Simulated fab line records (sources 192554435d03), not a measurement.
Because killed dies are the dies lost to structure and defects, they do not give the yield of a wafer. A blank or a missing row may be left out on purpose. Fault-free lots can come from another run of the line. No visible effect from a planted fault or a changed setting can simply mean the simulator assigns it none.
Matching of chambers | flow n5-finfet | rie-diel-01 running N5_BEOL_M0_SAQP_ETCH_73: 4 sister chambers
The step etches SiARC in CF4, target depth 19.5 nm, time 32.5 s. 8 wafers are shown with their chamber, then 12 later ones without.

WAFERS, EACH WITH ITS CHAMBER
wafer  | chamber | showerhead-plenum-p-Torr (Torr) | throttle-valve-pct (%)
L079.3 | 3       | 2.12                            | 15.7
L081.2 | 3       | 2.12                            | 15.7
L081.4 | 2       | 2.18                            | 15.4
L083.5 | 1       | 2.27                            | 15.0
L083.6 | 0       | 2.16                            | 15.4
L087.1 | 0       | 2.15                            | 15.4
L087.2 | 1       | 2.26                            | 15.1
L087.3 | 2       | 2.17                            | 15.5

WAFERS MISSING THEIR CHAMBER
wafer  | showerhead-plenum-p-Torr (Torr) | throttle-valve-pct (%)
L087.4 | 2.11                            | 15.2
L087.5 | 2.17                            | 15.4
L087.6 | 2.26                            | 15.1
L090.3 | 2.11                            | 15.2
L090.4 | 2.26                            | 15.1
L090.6 | 2.15                            | 15.4
L088.2 | 2.17                            | 15.4
L088.3 | 2.26                            | 15.1
L088.5 | 2.17                            | 15.5
L095.2 | 2.17                            | 15.5
L095.3 | 2.11                            | 15.2
L095.4 | 2.26                            | 15.1

THE CHAMBER EACH PASSED THROUGH
wafer  | from the rows above     | in truth
L087.4 | can't be placed: 0 or 3 | 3
L087.5 | can't be placed: 2 or 0 | 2
L087.6 | 1                       | 1
L090.3 | can't be placed: 0 or 3 | 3
L090.4 | 1                       | 1
L090.6 | 0                       | 0
L088.2 | can't be placed: 2 or 0 | 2
L088.3 | 1                       | 1
L088.5 | can't be placed: 2 or 0 | 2
L095.2 | can't be placed: 2 or 0 | 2
L095.3 | can't be placed: 0 or 3 | 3
L095.4 | 1                       | 1
5 of 12 placed correctly. Not placeable from these rows: 7 (in 7, the candidates include the true chamber). 0 placed wrongly.
How it was worked out, from the rows above alone: a wafer's distance from a chamber is the root of the sum, over the readings, of the square of ((its reading less the chamber's mean) divided by the reading's scatter). The wafer belongs to the nearest chamber; if the next one is less than 2 further off, it can't be placed. The mean given for a chamber averages the wafers shown for that chamber. The scatter: the root of (the sum of the squares of (reading less its chamber's mean) over the shown wafers, divided by (wafers less chambers)).
